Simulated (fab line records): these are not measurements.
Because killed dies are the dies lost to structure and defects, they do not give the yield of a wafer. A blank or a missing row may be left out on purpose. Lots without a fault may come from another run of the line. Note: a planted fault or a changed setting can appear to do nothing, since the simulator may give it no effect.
Chamber matching | flow n5 finfet | N5_FIN_SAQP_SPACER2_ETCHBACK_29 on rie diel-06 has 4 sister chambers
The step etches SiO2 in CHF3/O2, target depth 12.2 nm, time 6.1 s. 4 wafers are shown with their chamber, then 7 later ones without.

## WAFERS WITH THEIR CHAMBER
wafer  | chamber | drypump motor current A (A)
L084.3 | 0       | 4.8
L085.6 | 3       | 5.7
L089.3 | 1       | 5.5
L089.4 | 2       | 6.4

## WAFERS WHOSE CHAMBER IS MISSING
wafer  | drypump motor current A (A)
L089.5 | 5.5
L091.2 | 6.4
L091.4 | 5.7
L091.5 | 6.4
L097.1 | 4.8
L097.2 | 5.6
L097.4 | 5.7

## EACH ONE'S CHAMBER
wafer  | from the rows above     | in truth
L089.5 | 1                       | 1
L091.2 | 2                       | 2
L091.4 | 3                       | 3
L091.5 | 2                       | 2
L097.1 | 0                       | 0
L097.2 | can't be placed: 1 or 3 | 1
L097.4 | 3                       | 3
Correctly placed: 6 of 7. Not placeable from these rows: 1 (in 1, the candidates include the true chamber). Placed wrongly: 0.
How it was worked out, from the rows above alone: a wafer's distance from a chamber is the root of the sum, over the readings, of the square of ((its reading less the chamber's mean) divided by the reading's scatter). The wafer belongs to the nearest chamber; if the next one is less than 2 further off, it can't be placed. The mean given for a chamber averages the wafers shown for that chamber. The scatter: root of mean squared gap, hidden wafer to nearest shown wafer, with one shown wafer a chamber.
